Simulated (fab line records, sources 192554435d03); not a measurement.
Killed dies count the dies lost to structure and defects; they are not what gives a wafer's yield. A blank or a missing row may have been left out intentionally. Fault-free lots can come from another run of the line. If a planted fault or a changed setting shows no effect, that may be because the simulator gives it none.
What tool caused it?	flow n5_finfet	24 lots, 72 wafers sampled, at 5 steps of a route of 1938

## WHAT EACH GAUGE READ, for each wafer
N5_BEOL_M14_INSPECT_30: inspects for defects (macro). Usual: raw_defect_count at 2.2, with a standard deviation of 1.4.
lot	measured	on	raw_defect_count	flag
L074	day 10 23:10	defect_inspect-01	1 3 2	
L075	day 11 08:42	defect_inspect-02	2 2 1	
L076	day 11 15:04	defect_inspect-01	3 2 2	
L078	day 12 00:32	defect_inspect-01	3 4 2	
L077	day 12 03:40	defect_inspect-02	4 4 4	
L080	day 12 14:25	defect_inspect-01	3 4 0	
L079	day 12 21:22	defect_inspect-02	3 2 1	
L081	day 12 21:51	defect_inspect-02	3 0 0	
L083	day 13 16:08	defect_inspect-02	2 1 0	
L082	day 13 18:11	defect_inspect-02	2 3 1	
L084	day 14 06:54	defect_inspect-01	3 4 1	
L086	day 14 08:18	defect_inspect-02	0 4 2	
L087	day 14 13:53	defect_inspect-01	4 5 2	
L085	day 14 13:56	defect_inspect-02	2 5 2	
L088	day 14 22:20	defect_inspect-01	2 2 2	
L090	day 15 10:58	defect_inspect-01	3 3 3	
L089	day 15 11:36	defect_inspect-02	1 2 5	
L091	day 15 11:56	defect_inspect-01	1 4 3	
L092	day 15 22:40	defect_inspect-02	5 3 4	
L093	day 16 18:09	defect_inspect-02	1 2 1	
L095	day 16 18:43	defect_inspect-01	1 2 2	
L094	day 16 22:04	defect_inspect-01	2 1 1	
L097	day 16 22:45	defect_inspect-01	3 2 1	
L096	day 17 08:22	defect_inspect-02	2 2 1	

N5_MIM_TOP_LITHO_INSPECT_12: inspects for defects (macro). Usual: raw_defect_count at 2.1, with a standard deviation of 1.5.
lot	measured	on	raw_defect_count	flag
L074	day 11 20:58	defect_inspect-02	2 2 0	
L075	day 11 22:07	defect_inspect-01	2 2 1	
L076	day 12 01:16	defect_inspect-01	0 3 1	
L078	day 12 18:20	defect_inspect-02	4 2 4	
L077	day 12 19:34	defect_inspect-02	2 4 3	
L080	day 13 05:11	defect_inspect-01	0 3 3	
L079	day 13 10:23	defect_inspect-02	1 1 3	
L081	day 13 10:16	defect_inspect-02	0 4 3	
L083	day 14 09:52	defect_inspect-02	3 1 0	
L082	day 14 11:32	defect_inspect-02	2 2 2	
L084	day 15 00:26	defect_inspect-02	6 3 1	
L086	day 15 01:02	defect_inspect-01	0 3 3	
L087	day 15 05:50	defect_inspect-02	2 3 1	
L085	day 15 05:53	defect_inspect-01	1 1 4	
L088	day 15 10:07	defect_inspect-02	1 0 3	
L090	day 16 08:37	defect_inspect-01	0 4 4	
L089	day 16 15:20	defect_inspect-02	2 1 4	
L091	day 16 08:52	defect_inspect-01	1 1 2	
L092	day 16 20:50	defect_inspect-02	3 0 3	
L093	day 17 07:17	defect_inspect-02	1 1 1	
L095	day 17 07:27	defect_inspect-02	5 5 2	
L094	day 17 11:01	defect_inspect-02	5 0 3	
L097	day 17 14:35	defect_inspect-01	0 1 1	
L096	day 18 03:37	defect_inspect-01	2 1 1	

## EACH LOT AND THE TOOL THAT RAN IT (in order: tool; ch and the chambers of the sampled wafers; start)
lot	N5_BEOL_M14_ETCH_38	N5_BEOL_M14_PRE_CLEAN_42	N5_BEOL_M15_DESCUM_15
L074	rie_diel-06 ch 0,1,3, day 11 00:44 or earlier	pvd_sputter-01, day 11 00:44	rie_diel-02 ch 0,2,3, day 11 02:47
L075	rie_diel-04 ch 0,1, day 11 12:56 or earlier	pvd_sputter-03, day 11 12:56	rie_diel-01 ch 0,1, day 11 14:52
L076	rie_diel-03 ch 0,3, day 11 16:28 or earlier	pvd_sputter-01, day 11 16:28	rie_diel-05 ch 0,1,2, day 11 18:26
L078	rie_diel-06 ch 0,1,3, day 12 04:55 or earlier	pvd_sputter-03, day 12 04:55	rie_diel-02 ch 0,1,3, day 12 06:59
L077	rie_diel-04 ch 0,1,3, day 12 05:16 or earlier	pvd_sputter-02, day 12 05:16	rie_diel-01 ch 0,1,3, day 12 07:11
L080	rie_diel-04 ch 0,1, day 12 18:42 or earlier	pvd_sputter-03, day 12 18:42	rie_diel-02 ch 0,1,2, day 12 20:50
L079	rie_diel-04 ch 0,3, day 12 23:50 or earlier	pvd_sputter-02, day 12 23:50	rie_diel-01 ch 0,1,3, day 13 02:29
L081	rie_diel-04 ch 0,2,3, day 12 23:26 or earlier	pvd_sputter-02, day 12 23:26	rie_diel-01 ch 0,2,3, day 13 01:29
L083	rie_diel-06 ch 0,1,2, day 13 20:07 or earlier	pvd_sputter-03, day 13 20:07	rie_diel-01 ch 0,2,3, day 13 22:11
L082	rie_diel-06 ch 1,3, day 13 21:20 or earlier	pvd_sputter-03, day 13 21:20	rie_diel-05 ch 0,3, day 13 23:34
L084	rie_diel-06 ch 0,2,3, day 14 10:13 or earlier	pvd_sputter-01, day 14 10:13	rie_diel-02 ch 0,1,2, day 14 12:15
L086	rie_diel-03 ch 0,2,3, day 14 11:59 or earlier	pvd_sputter-01, day 14 11:59	rie_diel-05 ch 1,3, day 14 14:02
L087	rie_diel-04 ch 0,1,3, day 14 17:52 or earlier	pvd_sputter-03, day 14 17:52	rie_diel-02 ch 0,1,3, day 14 19:59
L085	rie_diel-06 ch 0,3, day 14 18:09 or earlier	pvd_sputter-01, day 14 18:09	rie_diel-02 ch 1,2, day 14 20:24
L088	rie_diel-03 ch 0,3, day 15 00:55 or earlier	pvd_sputter-02, day 15 00:55	rie_diel-05 ch 0,3, day 15 02:59
L090	rie_diel-04 ch 0,1,2, day 15 12:10 or earlier	pvd_sputter-03, day 15 12:10	rie_diel-01 ch 0,2,3, day 15 14:06
L089	rie_diel-06 ch 0,1,2, day 15 19:55 or earlier	pvd_sputter-03, day 15 19:55	rie_diel-02 ch 0,1,2, day 15 22:05
L091	rie_diel-04 ch 2,3, day 15 15:35 or earlier	pvd_sputter-03, day 15 15:35	rie_diel-02 ch 0,2, day 15 17:32
L092	rie_diel-03 ch 1,3, day 16 09:47 or earlier	pvd_sputter-01, day 16 09:47	rie_diel-05 ch 1,2,3, day 16 11:43
L093	rie_diel-06 ch 1,2, day 16 20:08 or earlier	pvd_sputter-01, day 16 20:08	rie_diel-01 ch 0,1,2, day 16 22:11
L095	rie_diel-06 ch 1,3, day 16 20:27 or earlier	pvd_sputter-01, day 16 20:27	rie_diel-02 ch 1,2, day 16 22:33
L094	rie_diel-06 ch 1,2,3, day 16 23:10 or earlier	pvd_sputter-03, day 16 23:10	rie_diel-02 ch 0,1,3, day 17 03:07
L097	rie_diel-04 ch 0,1, day 17 01:14 or earlier	pvd_sputter-01, day 17 01:14	rie_diel-02 ch 2,3, day 17 05:10
L096	rie_diel-04 ch 1,2,3, day 17 10:24 or earlier	pvd_sputter-03, day 17 10:24	rie_diel-01 ch 0,3, day 17 12:27
- N5_BEOL_M14_ETCH_38: etches SiCN in CF4/N2, target depth 106.5 nm, time 120.6 s.
- N5_BEOL_M14_PRE_CLEAN_42: time 30 s.
- N5_BEOL_M15_DESCUM_15: chemistry O2, time 7.9 s.

## WHAT THE TOOLS THEMSELVES READ (means of the sampled wafers that have a number; where no wafer has one, the mark that the record gives instead)
N5_BEOL_M14_ETCH_38. Usual: drypump_motor_current_A 5.6 A, standard deviation 0.6; oes_product_au 0.82 a.u., standard deviation 0.065; rf_vpp_V 381.6 V, standard deviation 1.9; showerhead_plenum_p_Torr 2.18 Torr, standard deviation 0.079; throttle_valve_pct 15.44 %, standard deviation 0.16.
lot	tool	drypump_motor_current_A (A)	oes_product_au (a.u.)	rf_vpp_V (V)	showerhead_plenum_p_Torr (Torr)	throttle_valve_pct (%)	flag
L074	rie_diel-06	5.6	0.83	381.1	2.15	15.45	
L075	rie_diel-04	5.9	0.80	380.3	2.13	15.34	
L076	rie_diel-03	5.5	0.84	384.6	2.27	15.45	
L078	rie_diel-06	5.6	0.82	381.7	2.14	15.46	
L077	rie_diel-04	5.8	0.79	381.2	2.13	15.48	
L080	rie_diel-04	5.7	0.76	380.1	2.12	15.43	
L079	rie_diel-04	5.6	0.78	381.1	2.13	15.62	
L081	rie_diel-04	5.6	0.84	380.6	2.14	15.49	
L083	rie_diel-06	5.1	0.83	382.3	2.21	15.42	
L082	rie_diel-06	5.4	0.80	380.7	2.13	15.50	
L084	rie_diel-06	5.7	0.85	382.1	2.21	15.40	
L086	rie_diel-03	5.4	0.83	383.1	2.23	15.33	
L087	rie_diel-04	5.8	0.77	380.8	2.13	15.53	
L085	rie_diel-06	5.7	0.80	381.4	2.14	15.50	
L088	rie_diel-03	6.0	0.81	384.2	2.29	15.37	
L090	rie_diel-04	5.8	0.80	380.2	2.13	15.40	
L089	rie_diel-06	5.1	0.80	382.3	2.20	15.48	
L091	rie_diel-04	5.8	0.82	379.4	2.15	15.59	
L092	rie_diel-03	6.5	0.83	385.1	2.33	15.30	
L093	rie_diel-06	5.0	0.79	381.9	2.19	15.50	
L095	rie_diel-06	5.4	0.78	380.5	2.12	15.54	
L094	rie_diel-06	5.6	0.81	382.5	2.20	15.46	
L097	rie_diel-04	5.9	0.76	380.4	2.12	15.42	
L096	rie_diel-04	5.9	0.81	380.3	2.14	15.49	

N5_BEOL_M14_PRE_CLEAN_42. Usual: heater_power_w at 475 W, with a standard deviation of 60.
lot	tool	heater_power_w (W)	flag
L074	pvd_sputter-01	463	
L075	pvd_sputter-03	456	
L076	pvd_sputter-01	475	
L078	pvd_sputter-03	469	
L077	pvd_sputter-02	427	
L080	pvd_sputter-03	460	
L079	pvd_sputter-02	433	
L081	pvd_sputter-02	480	
L083	pvd_sputter-03	478	
L082	pvd_sputter-03	494	
L084	pvd_sputter-01	450	
L086	pvd_sputter-01	486	
L087	pvd_sputter-03	451	
L085	pvd_sputter-01	517	
L088	pvd_sputter-02	481	
L090	pvd_sputter-03	458	
L089	pvd_sputter-03	450	
L091	pvd_sputter-03	539	
L092	pvd_sputter-01	488	
L093	pvd_sputter-01	481	
L095	pvd_sputter-01	483	
L094	pvd_sputter-03	440	
L097	pvd_sputter-01	497	
L096	pvd_sputter-03	487	

N5_BEOL_M15_DESCUM_15. Usual: drypump_motor_current_A 5.7 A, standard deviation 0.46; o2_flow_sccm 224.9 sccm, standard deviation 0.73; oes_product_au 0.75 a.u., standard deviation 0.089; rf_vpp_V 243.2 V, standard deviation 1.5; showerhead_plenum_p_Torr 2.09 Torr, standard deviation 0.072; throttle_valve_pct 20.48 %, standard deviation 0.21.
lot	tool	drypump_motor_current_A (A)	o2_flow_sccm (sccm)	oes_product_au (a.u.)	rf_vpp_V (V)	showerhead_plenum_p_Torr (Torr)	throttle_valve_pct (%)	flag
L074	rie_diel-02	5.5	225.3	0.71	243.0	2.04	20.38	
L075	rie_diel-01	6.3	224.3	0.83	243.7	2.09	20.47	
L076	rie_diel-05	5.7	224.9	0.74	243.4	2.11	20.58	
L078	rie_diel-02	6.0	224.8	0.70	243.3	2.08	20.47	
L077	rie_diel-01	5.8	224.5	0.78	243.2	2.05	20.59	
L080	rie_diel-02	5.6	224.8	0.71	243.6	2.10	20.38	
L079	rie_diel-01	5.8	225.2	0.76	242.1	2.05	20.59	
L081	rie_diel-01	5.7	225.2	0.71	242.5	2.05	20.65	
L083	rie_diel-01	5.6	225.3	0.71	242.6	2.05	20.66	
L082	rie_diel-05	5.7	224.8	0.91	243.8	2.17	20.29	
L084	rie_diel-02	5.6	224.4	0.70	243.4	2.10	20.40	
L086	rie_diel-05	5.6	224.3	0.85	242.9	2.10	20.46	
L087	rie_diel-02	5.9	225.5	0.69	243.0	2.07	20.49	
L085	rie_diel-02	5.3	225.9	0.69	242.8	2.09	20.37	
L088	rie_diel-05	5.8	224.9	0.83	245.3	2.17	20.38	
L090	rie_diel-01	5.7	225.4	0.70	242.1	2.04	20.70	
L089	rie_diel-02	5.6	224.7	0.69	243.3	2.09	20.41	
L091	rie_diel-02	5.2	224.7	0.70	242.6	2.06	20.33	
L092	rie_diel-05	5.6	225.2	0.83	242.9	2.09	20.41	
L093	rie_diel-01	6.2	224.7	0.74	243.5	2.08	20.58	
L095	rie_diel-02	5.3	224.5	0.69	242.9	2.08	20.39	
L094	rie_diel-02	5.9	224.7	0.78	244.4	2.15	20.44	
L097	rie_diel-02	5.2	224.6	0.78	243.9	2.11	20.33	
L096	rie_diel-01	5.7	224.4	0.81	242.4	2.09	20.66	

## THE ANSWER, worked out from the rows above alone
Rule: take the mean of a lot's wafers that have a number; if it is more than 3 standard deviations from the usual mean, the lot is off. Also off: a lot with no number at a reading for which 4 or more lots have one. The other lots that the step has rows for count as sound. The gauges are gone through in route order, then the tools' own readings, and for those a lot's mean is taken as printed above. At the first step where some lot is off, the reading lying furthest off is the one used; lots without a number count as furthest.
No lot is off on any of the readings shown, so nothing can be concluded from this.

## WHAT THE SIMULATOR HAD INSERTED
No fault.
